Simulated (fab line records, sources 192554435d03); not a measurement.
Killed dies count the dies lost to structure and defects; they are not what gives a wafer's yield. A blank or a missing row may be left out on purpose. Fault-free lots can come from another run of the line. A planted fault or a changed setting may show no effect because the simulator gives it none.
Matching of chambers | flow n5 finfet | N5_BEOL_M2_ETCH_63 on rie diel-02: 4 sister chambers
The step etches SiARC in CF4, target depth 15.6 nm, time 26 s. 7 wafers are shown with their chamber, then 7 later ones without.

EACH WAFER AND ITS CHAMBER
wafer  | chamber | drypump motor current A (A) | showerhead plenum p Torr (Torr)
L077.5 | 3       | 5.3                         | 2.17
L082.3 | 1       | 6.0                         | 2.05
L086.1 | 0       | 6.8                         | 2.03
L086.3 | 1       | 5.9                         | 2.05
L086.5 | 2       | 5.6                         | 2.26
L091.1 | 2       | 5.6                         | 2.26
L091.2 | 0       | 6.8                         | 2.28

WAFERS WITH NO CHAMBER GIVEN
wafer  | drypump motor current A (A) | showerhead plenum p Torr (Torr)
L091.4 | 5.9                         | 2.04
L095.2 | 6.0                         | 2.04
L095.4 | 5.3                         | 2.16
L095.6 | 5.3                         | 2.16
L097.4 | 5.6                         | 2.25
L097.5 | 5.6                         | 2.25
L097.6 | 5.9                         | 2.04

EACH ONE'S CHAMBER
wafer  | from the rows above | in truth
L091.4 | 1                   | 1
L095.2 | 1                   | 1
L095.4 | 3                   | 3
L095.6 | 3                   | 3
L097.4 | 2                   | 2
L097.5 | 2                   | 2
L097.6 | 1                   | 1
Correctly placed: 7 of 7. Not placeable from these rows: 0. 0 placed wrongly.
How it was worked out, from the rows above alone: a wafer's distance from a chamber is the root of the sum, over the readings, of the square of ((its reading less the chamber's mean) divided by the reading's scatter). If the next closest chamber is less than 2 further off than the closest, the wafer can't be placed; otherwise it belongs to the closest. For every chamber, the mean is computed from those of its wafers that are shown. The scatter: the root of (the sum of the squares of (reading less its chamber's mean) over the shown wafers, divided by (wafers less chambers)).
